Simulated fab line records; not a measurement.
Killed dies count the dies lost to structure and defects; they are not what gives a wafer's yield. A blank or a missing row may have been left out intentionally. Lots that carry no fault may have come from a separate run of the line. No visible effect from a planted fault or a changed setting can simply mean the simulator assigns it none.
What tool caused it? :: flow nandHarc :: 11 lots, 33 wafers sampled, at 5 steps of a route of 1302

== WHAT EACH GAUGE READ, for each wafer ==
NHARC_A_CHANNEL_HOLE_D1_CD_MEAS_30. Usual: cdNm reads 90.4 nm (standard deviation 1.1).
lot: L668
measured: day 8 21:39
on: cdSem-01
cdNm (nm): 89.8 88.8 90.6
flag: 

lot: L669
measured: day 9 12:37
on: cdSem-03
cdNm (nm): 89.0 90.5 90.7
flag: 

lot: L670
measured: day 9 14:56
on: cdSem-01
cdNm (nm): 90.3 90.6 90.3
flag: 

lot: L671
measured: day 9 21:25
on: cdSem-01
cdNm (nm): 91.4 91.5 91.7
flag: 

lot: L672
measured: day 10 12:17
on: cdSem-01
cdNm (nm): 90.5 90.8 90.2
flag: 

lot: L673
measured: day 10 18:49
on: cdSem-01
cdNm (nm): 91.7 91.2 90.3
flag: 

lot: L674
measured: day 11 02:22
on: cdSem-03
cdNm (nm): 90.0 89.9 89.0
flag: 

lot: L684
measured: day 15 14:50
on: cdSem-03
cdNm (nm): 89.8 90.2 90.2
flag: 

lot: L685
measured: day 16 00:37
on: cdSem-01
cdNm (nm): 91.3 89.7 91.4
flag: 

lot: L686
measured: day 16 09:20
on: cdSem-03
cdNm (nm): 91.1 90.3 90.8
flag: 

lot: L689
measured: day 17 21:20
on: cdSem-03
cdNm (nm): 92.7 90.9 91.8
flag: 

NHARC_A_ONON_D2_THK_MEAS_02: measures by ellipsometry. Usual: thkNm reads 999 nm (standard deviation 10).
lot: L668
measured: day 12 10:04
on: filmMetro-01
thkNm (nm): 987 989 989
flag: 

lot: L669
measured: day 12 20:18
on: filmMetro-02
thkNm (nm): 997 995 997
flag: 

lot: L670
measured: day 12 20:18
on: filmMetro-01
thkNm (nm): 994 994 996
flag: 

lot: L671
measured: day 13 10:08
on: filmMetro-02
thkNm (nm): 992 993 991
flag: 

lot: L672
measured: day 14 00:27
on: filmMetro-02
thkNm (nm): 982 980 980
flag: 

lot: L673
measured: day 14 12:34
on: filmMetro-01
thkNm (nm): 1014 1017 1015
flag: 

lot: L674
measured: day 14 19:13
on: filmMetro-01
thkNm (nm): 1005 1003 1004
flag: 

lot: L684
measured: day 19 05:00
on: filmMetro-02
thkNm (nm): 740 988 990
flag: OFF

lot: L685
measured: day 19 10:36
on: filmMetro-01
thkNm (nm): 766 1013 1016
flag: OFF

lot: L686
measured: day 20 05:25
on: filmMetro-02
thkNm (nm): 1003 1001 1002
flag: 

lot: L689
measured: day 21 11:24
on: filmMetro-01
thkNm (nm): 1007 1006 1008
flag: 

== TOOL THAT RAN EACH LOT (tool first, then ch and the chambers of the sampled wafers, then the start) ==
lot: L668
NHARC_A_CHANNEL_FILL_D1_ETCHBACK_20: rieDiel-03 ch 1,2,3, day 9 21:28
NHARC_A_CHANNEL_FILL_D1_STRIP_29: rieDiel-09 ch 1,2,3, day 12 09:34 or earlier
NHARC_A_ONON_D2_DEP_00: pecvdOnon-03 ch 0, day 12 09:34

lot: L669
NHARC_A_CHANNEL_FILL_D1_ETCHBACK_20: rieDiel-03 ch 0,2,3, day 10 13:14
NHARC_A_CHANNEL_FILL_D1_STRIP_29: rieDiel-03 ch 1,2,3, day 12 19:47 or earlier
NHARC_A_ONON_D2_DEP_00: pecvdOnon-03 ch 0, day 12 19:47

lot: L670
NHARC_A_CHANNEL_FILL_D1_ETCHBACK_20: rieDiel-09 ch 0,3, day 10 13:15
NHARC_A_CHANNEL_FILL_D1_STRIP_29: rieDiel-08 ch 0,2,3, day 12 19:54 or earlier
NHARC_A_ONON_D2_DEP_00: pecvdOnon-01 ch 0, day 12 19:54

lot: L671
NHARC_A_CHANNEL_FILL_D1_ETCHBACK_20: rieDiel-08 ch 0,1,2, day 10 22:02
NHARC_A_CHANNEL_FILL_D1_STRIP_29: rieDiel-03 ch 1,2,3, day 13 09:38 or earlier
NHARC_A_ONON_D2_DEP_00: pecvdOnon-01 ch 0, day 13 09:38

lot: L672
NHARC_A_CHANNEL_FILL_D1_ETCHBACK_20: rieDiel-08 ch 0,1, day 11 12:46
NHARC_A_CHANNEL_FILL_D1_STRIP_29: rieDiel-09 ch 0,2,3, day 12 08:55
NHARC_A_ONON_D2_DEP_00: pecvdOnon-03 ch 0, day 13 23:56

lot: L673
NHARC_A_CHANNEL_FILL_D1_ETCHBACK_20: rieDiel-03 ch 1,2,3, day 11 20:27
NHARC_A_CHANNEL_FILL_D1_STRIP_29: rieDiel-08 ch 2,3, day 14 12:14 or earlier
NHARC_A_ONON_D2_DEP_00: pecvdOnon-01 ch 0, day 14 12:14

lot: L674
NHARC_A_CHANNEL_FILL_D1_ETCHBACK_20: rieDiel-08 ch 1,2,3, day 12 03:56
NHARC_A_CHANNEL_FILL_D1_STRIP_29: rieDiel-09 ch 0,2,3, day 14 18:43 or earlier
NHARC_A_ONON_D2_DEP_00: pecvdOnon-01 ch 0, day 14 18:43

lot: L684
NHARC_A_CHANNEL_FILL_D1_ETCHBACK_20: rieDiel-03 ch 1,2, day 16 16:32
NHARC_A_CHANNEL_FILL_D1_STRIP_29: rieDiel-03 ch 0,1, day 17 10:13
NHARC_A_ONON_D2_DEP_00: pecvdOnon-01 ch 0, day 19 04:33

lot: L685
NHARC_A_CHANNEL_FILL_D1_ETCHBACK_20: rieDiel-03 ch 0,1,3, day 17 01:17
NHARC_A_CHANNEL_FILL_D1_STRIP_29: rieDiel-03 ch 0,1,3, day 17 18:54
NHARC_A_ONON_D2_DEP_00: pecvdOnon-01 ch 0, day 19 10:05

lot: L686
NHARC_A_CHANNEL_FILL_D1_ETCHBACK_20: rieDiel-08 ch 1,2, day 17 10:59
NHARC_A_CHANNEL_FILL_D1_STRIP_29: rieDiel-08 ch 1,2, day 20 04:54 or earlier
NHARC_A_ONON_D2_DEP_00: pecvdOnon-04 ch 0, day 20 04:54

lot: L689
NHARC_A_CHANNEL_FILL_D1_ETCHBACK_20: rieDiel-03 ch 2,3, day 18 22:14
NHARC_A_CHANNEL_FILL_D1_STRIP_29: rieDiel-09 ch 0,2,3, day 21 10:53 or earlier
NHARC_A_ONON_D2_DEP_00: pecvdOnon-04 ch 0, day 21 10:53
- NHARC_A_CHANNEL_FILL_D1_ETCHBACK_20: etches the open film in C4F8/O2/Ar, target depth 27 nm, time 13.5 s.
- NHARC_A_CHANNEL_FILL_D1_STRIP_29: strips in O2, time 20 s.
- NHARC_A_ONON_D2_DEP_00: target thk 1000 nm.

== AS READ BY THE TOOLS THEMSELVES (means over the sampled wafers that have a number; for cases with no such wafer, the mark the record gives instead) ==
NHARC_A_CHANNEL_FILL_D1_ETCHBACK_20. Usual: oesProductAu 0.96 a.u., standard deviation 0.034; rfVppV 976 V, standard deviation 6.
lot: L668
tool: rieDiel-03
oesProductAu (a.u.): 0.92
rfVppV (V): 979
flag: 

lot: L669
tool: rieDiel-03
oesProductAu (a.u.): 0.95
rfVppV (V): 974
flag: 

lot: L670
tool: rieDiel-09
oesProductAu (a.u.): 0.92
rfVppV (V): 975
flag: 

lot: L671
tool: rieDiel-08
oesProductAu (a.u.): 1.00
rfVppV (V): 973
flag: 

lot: L672
tool: rieDiel-08
oesProductAu (a.u.): 0.97
rfVppV (V): 971
flag: 

lot: L673
tool: rieDiel-03
oesProductAu (a.u.): 0.93
rfVppV (V): 979
flag: 

lot: L674
tool: rieDiel-08
oesProductAu (a.u.): 1.00
rfVppV (V): 977
flag: 

lot: L684
tool: rieDiel-03
oesProductAu (a.u.): 0.99
rfVppV (V): 983
flag: 

lot: L685
tool: rieDiel-03
oesProductAu (a.u.): 0.93
rfVppV (V): 977
flag: 

lot: L686
tool: rieDiel-08
oesProductAu (a.u.): 1.01
rfVppV (V): 973
flag: 

lot: L689
tool: rieDiel-03
oesProductAu (a.u.): 1.00
rfVppV (V): 974
flag: 

NHARC_A_CHANNEL_FILL_D1_STRIP_29. Usual: value, then standard deviation, for each; drypumpMotorCurrentA 5.8 A / 0.46; mfcArSccm 0.004 sccm / 0.0068; o2FlowSccm 500.1 sccm / 1.6; oesProductAu 0.999 a.u. / 0.0078; rfVppV 57.6 V / 0.92; showerheadPlenumPTorr 3.48 Torr / 0.15; throttleValvePct 17.035 % / 0.0093.
lot: L668
tool: rieDiel-09
drypumpMotorCurrentA (A): 5.5
mfcArSccm (sccm): 0.006
o2FlowSccm (sccm): 498.3
oesProductAu (a.u.): 1.001
rfVppV (V): 57.1
showerheadPlenumPTorr (Torr): 3.53
throttleValvePct (%): 17.042
flag: 

lot: L669
tool: rieDiel-03
drypumpMotorCurrentA (A): 5.6
mfcArSccm (sccm): 0.001
o2FlowSccm (sccm): 498.4
oesProductAu (a.u.): 1.004
rfVppV (V): 57.9
showerheadPlenumPTorr (Torr): 3.55
throttleValvePct (%): 17.024
flag: 

lot: L670
tool: rieDiel-08
drypumpMotorCurrentA (A): 5.8
mfcArSccm (sccm): 0.004
o2FlowSccm (sccm): 502.6
oesProductAu (a.u.): 1.005
rfVppV (V): 57.7
showerheadPlenumPTorr (Torr): 3.52
throttleValvePct (%): 17.032
flag: 

lot: L671
tool: rieDiel-03
drypumpMotorCurrentA (A): 5.6
mfcArSccm (sccm): 0.001
o2FlowSccm (sccm): 499.4
oesProductAu (a.u.): 0.996
rfVppV (V): 58.4
showerheadPlenumPTorr (Torr): 3.55
throttleValvePct (%): 17.045
flag: 

lot: L672
tool: rieDiel-09
drypumpMotorCurrentA (A): 5.6
mfcArSccm (sccm): 0.014
o2FlowSccm (sccm): 500.4
oesProductAu (a.u.): 0.994
rfVppV (V): 57.7
showerheadPlenumPTorr (Torr): 3.45
throttleValvePct (%): 17.035
flag: 

lot: L673
tool: rieDiel-08
drypumpMotorCurrentA (A): 5.6
mfcArSccm (sccm): 0.007
o2FlowSccm (sccm): 501.2
oesProductAu (a.u.): 1.005
rfVppV (V): 57.6
showerheadPlenumPTorr (Torr): 3.55
throttleValvePct (%): 17.039
flag: 

lot: L674
tool: rieDiel-09
drypumpMotorCurrentA (A): 5.6
mfcArSccm (sccm): 0.014
o2FlowSccm (sccm): 501.0
oesProductAu (a.u.): 0.997
rfVppV (V): 57.3
showerheadPlenumPTorr (Torr): 3.45
throttleValvePct (%): 17.040
flag: 

lot: L684
tool: rieDiel-03
drypumpMotorCurrentA (A): 6.2
mfcArSccm (sccm): 0.001
o2FlowSccm (sccm): 500.9
oesProductAu (a.u.): 0.994
rfVppV (V): 58.3
showerheadPlenumPTorr (Torr): 3.61
throttleValvePct (%): 17.031
flag: 

lot: L685
tool: rieDiel-03
drypumpMotorCurrentA (A): 6.0
mfcArSccm (sccm): 0.000
o2FlowSccm (sccm): 498.6
oesProductAu (a.u.): 1.006
rfVppV (V): 58.1
showerheadPlenumPTorr (Torr): 3.50
throttleValvePct (%): 17.020
flag: 

lot: L686
tool: rieDiel-08
drypumpMotorCurrentA (A): 6.0
mfcArSccm (sccm): 0.007
o2FlowSccm (sccm): 500.8
oesProductAu (a.u.): 0.997
rfVppV (V): 57.6
showerheadPlenumPTorr (Torr): 3.42
throttleValvePct (%): 17.033
flag: 

lot: L689
tool: rieDiel-09
drypumpMotorCurrentA (A): 5.6
mfcArSccm (sccm): 0.014
o2FlowSccm (sccm): 501.7
oesProductAu (a.u.): 0.993
rfVppV (V): 56.9
showerheadPlenumPTorr (Torr): 3.45
throttleValvePct (%): 17.030
flag: 

NHARC_A_ONON_D2_DEP_00. Usual: nh3FlowSccm reads 500.0 sccm (standard deviation 1.5).
lot: L668
tool: pecvdOnon-03
nh3FlowSccm (sccm): 499.5
flag: 

lot: L669
tool: pecvdOnon-03
nh3FlowSccm (sccm): 500.0
flag: 

lot: L670
tool: pecvdOnon-01
nh3FlowSccm (sccm): 500.8
flag: 

lot: L671
tool: pecvdOnon-01
nh3FlowSccm (sccm): 501.3
flag: 

lot: L672
tool: pecvdOnon-03
nh3FlowSccm (sccm): 499.9
flag: 

lot: L673
tool: pecvdOnon-01
nh3FlowSccm (sccm): 499.7
flag: 

lot: L674
tool: pecvdOnon-01
nh3FlowSccm (sccm): 499.6
flag: 

lot: L684
tool: pecvdOnon-01
nh3FlowSccm (sccm): 499.1
flag: 

lot: L685
tool: pecvdOnon-01
nh3FlowSccm (sccm): 500.3
flag: 

lot: L686
tool: pecvdOnon-04
nh3FlowSccm (sccm): 502.1
flag: 

lot: L689
tool: pecvdOnon-04
nh3FlowSccm (sccm): 502.0
flag: 

== THE ANSWER, worked out from the rows above alone ==
Rule: take the mean of a lot's wafers that have a number; if it is more than 3 standard deviations from the usual mean, the lot is off. A lot without any number at a reading at which 4 lots or more have one is off too. Any other lot the step has rows for is counted as sound. First the gauges in route order, then the tools' own readings, where a lot's mean is used as printed above. At the first step where some lot is off, the reading lying furthest off is the one used; lots without a number count as furthest.
Off, at NHARC_A_ONON_D2_THK_MEAS_02 on thkNm: L684, L685.
A tool fits if, at a process step before that reading, it ran every lot that is off, and no sound lot after the first of them. Gauges at NHARC_A_ONON_D2_THK_MEAS_02: tried the same way as those tools. NHARC_A_CHANNEL_FILL_D1_STRIP_29: start missing for some lots; hours and lot order therefore follow NHARC_A_ONON_D2_DEP_00. Undecided on this evidence; 2 tools fit (rieDiel-03 at NHARC_A_CHANNEL_FILL_D1_STRIP_29, pecvdOnon-01 at NHARC_A_ONON_D2_DEP_00).

== WHAT THE SIMULATOR PUT IN ==
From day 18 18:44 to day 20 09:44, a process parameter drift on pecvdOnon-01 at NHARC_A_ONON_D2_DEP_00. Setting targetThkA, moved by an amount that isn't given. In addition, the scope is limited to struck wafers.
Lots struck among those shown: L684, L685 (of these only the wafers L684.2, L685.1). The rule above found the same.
